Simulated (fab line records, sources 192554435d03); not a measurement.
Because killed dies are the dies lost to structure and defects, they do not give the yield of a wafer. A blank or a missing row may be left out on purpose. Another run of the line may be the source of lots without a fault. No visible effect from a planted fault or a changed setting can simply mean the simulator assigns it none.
Chamber matching || flow n5_finfet || rie_diel-01 running N5_BEOL_M0_SAQP_ETCH_49: 4 sister chambers
The step etches SiO2 in CF4/O2, target depth 37 nm. 16 wafers are shown with their chamber, then 8 later ones without.

== WAFERS PAIRED WITH THEIR CHAMBERS ==
{"wafer": "L074.1", "chamber": 3, "showerhead_plenum_p_Torr (Torr)": 2.21, "throttle_valve_pct (%)": 15.89, "oes_product_au (a.u.)": 0.76}
{"wafer": "L074.4", "chamber": 0, "showerhead_plenum_p_Torr (Torr)": 2.26, "throttle_valve_pct (%)": 15.78, "oes_product_au (a.u.)": 0.96}
{"wafer": "L074.6", "chamber": 1, "showerhead_plenum_p_Torr (Torr)": 2.35, "throttle_valve_pct (%)": 15.69, "oes_product_au (a.u.)": 0.90}
{"wafer": "L075.1", "chamber": 2, "showerhead_plenum_p_Torr (Torr)": 2.27, "throttle_valve_pct (%)": 15.55, "oes_product_au (a.u.)": 0.73}
{"wafer": "L075.4", "chamber": 3, "showerhead_plenum_p_Torr (Torr)": 2.21, "throttle_valve_pct (%)": 15.90, "oes_product_au (a.u.)": 0.75}
{"wafer": "L075.6", "chamber": 0, "showerhead_plenum_p_Torr (Torr)": 2.26, "throttle_valve_pct (%)": 15.79, "oes_product_au (a.u.)": 0.96}
{"wafer": "L076.2", "chamber": 3, "showerhead_plenum_p_Torr (Torr)": 2.21, "throttle_valve_pct (%)": 15.89, "oes_product_au (a.u.)": 0.76}
{"wafer": "L076.3", "chamber": 1, "showerhead_plenum_p_Torr (Torr)": 2.34, "throttle_valve_pct (%)": 15.67, "oes_product_au (a.u.)": 0.91}
{"wafer": "L076.4", "chamber": 2, "showerhead_plenum_p_Torr (Torr)": 2.27, "throttle_valve_pct (%)": 15.54, "oes_product_au (a.u.)": 0.73}
{"wafer": "L078.1", "chamber": 3, "showerhead_plenum_p_Torr (Torr)": 2.21, "throttle_valve_pct (%)": 15.89, "oes_product_au (a.u.)": 0.74}
{"wafer": "L078.2", "chamber": 1, "showerhead_plenum_p_Torr (Torr)": 2.34, "throttle_valve_pct (%)": 15.68, "oes_product_au (a.u.)": 0.89}
{"wafer": "L078.3", "chamber": 0, "showerhead_plenum_p_Torr (Torr)": 2.26, "throttle_valve_pct (%)": 15.81, "oes_product_au (a.u.)": 0.94}
{"wafer": "L079.3", "chamber": 3, "showerhead_plenum_p_Torr (Torr)": 2.21, "throttle_valve_pct (%)": 15.90, "oes_product_au (a.u.)": 0.74}
{"wafer": "L079.4", "chamber": 0, "showerhead_plenum_p_Torr (Torr)": 2.26, "throttle_valve_pct (%)": 15.82, "oes_product_au (a.u.)": 0.93}
{"wafer": "L079.5", "chamber": 0, "showerhead_plenum_p_Torr (Torr)": 2.26, "throttle_valve_pct (%)": 15.81, "oes_product_au (a.u.)": 0.93}
{"wafer": "L083.1", "chamber": 0, "showerhead_plenum_p_Torr (Torr)": 2.25, "throttle_valve_pct (%)": 15.80, "oes_product_au (a.u.)": 0.92}

SIGNATURES, as means of the wafers listed above
{"reading": "showerhead_plenum_p_Torr", "chamber 0": 2.2583, "chamber 1": 2.3433, "chamber 2": 2.2700, "chamber 3": 2.2100, "scatter within a chamber": 0.00354}
{"reading": "throttle_valve_pct", "chamber 0": 15.8017, "chamber 1": 15.6800, "chamber 2": 15.5450, "chamber 3": 15.8940, "scatter within a chamber": 0.011}
{"reading": "oes_product_au", "chamber 0": 0.9400, "chamber 1": 0.9000, "chamber 2": 0.7300, "chamber 3": 0.7500, "scatter within a chamber": 0.0129}
Rule: a wafer lies at a distance from a chamber equal to the root of the sum of squares, over the readings, of (its reading less the chamber's mean, divided by the reading's scatter). If the next closest chamber is less than 2 further off than the closest, the wafer can't be placed; otherwise it belongs to the closest. The scatter: the root of (the sum of the squares of (reading less its chamber's mean) over the shown wafers, divided by (wafers less chambers)).

== WAFERS WITH NO CHAMBER GIVEN ==
{"wafer": "L083.5", "showerhead_plenum_p_Torr (Torr)": 2.34, "throttle_valve_pct (%)": 15.69, "oes_product_au (a.u.)": 0.88}
{"wafer": "L083.6", "showerhead_plenum_p_Torr (Torr)": 2.25, "throttle_valve_pct (%)": 15.83, "oes_product_au (a.u.)": 0.91}
{"wafer": "L084.1", "showerhead_plenum_p_Torr (Torr)": 2.27, "throttle_valve_pct (%)": 15.58, "oes_product_au (a.u.)": 0.72}
{"wafer": "L084.2", "showerhead_plenum_p_Torr (Torr)": 2.34, "throttle_valve_pct (%)": 15.70, "oes_product_au (a.u.)": 0.88}
{"wafer": "L084.4", "showerhead_plenum_p_Torr (Torr)": 2.25, "throttle_valve_pct (%)": 15.83, "oes_product_au (a.u.)": 0.91}
{"wafer": "L094.1", "showerhead_plenum_p_Torr (Torr)": 2.33, "throttle_valve_pct (%)": 15.73, "oes_product_au (a.u.)": 0.85}
{"wafer": "L094.4", "showerhead_plenum_p_Torr (Torr)": 2.20, "throttle_valve_pct (%)": 15.96, "oes_product_au (a.u.)": 0.71}
{"wafer": "L094.5", "showerhead_plenum_p_Torr (Torr)": 2.33, "throttle_valve_pct (%)": 15.76, "oes_product_au (a.u.)": 0.85}

== EACH ONE'S CHAMBER ==
{"wafer": "L083.5", "from the rows above": 1, "in truth": 1}
{"wafer": "L083.6", "from the rows above": 0, "in truth": 0}
{"wafer": "L084.1", "from the rows above": 2, "in truth": 2}
{"wafer": "L084.2", "from the rows above": 1, "in truth": 1}
{"wafer": "L084.4", "from the rows above": 0, "in truth": 0}
{"wafer": "L094.1", "from the rows above": 1, "in truth": 1}
{"wafer": "L094.4", "from the rows above": 3, "in truth": 3}
{"wafer": "L094.5", "from the rows above": 1, "in truth": 1}
Correct placement for 8 of the 8. Left unplaced by these rows: 0. Placed wrongly: 0.
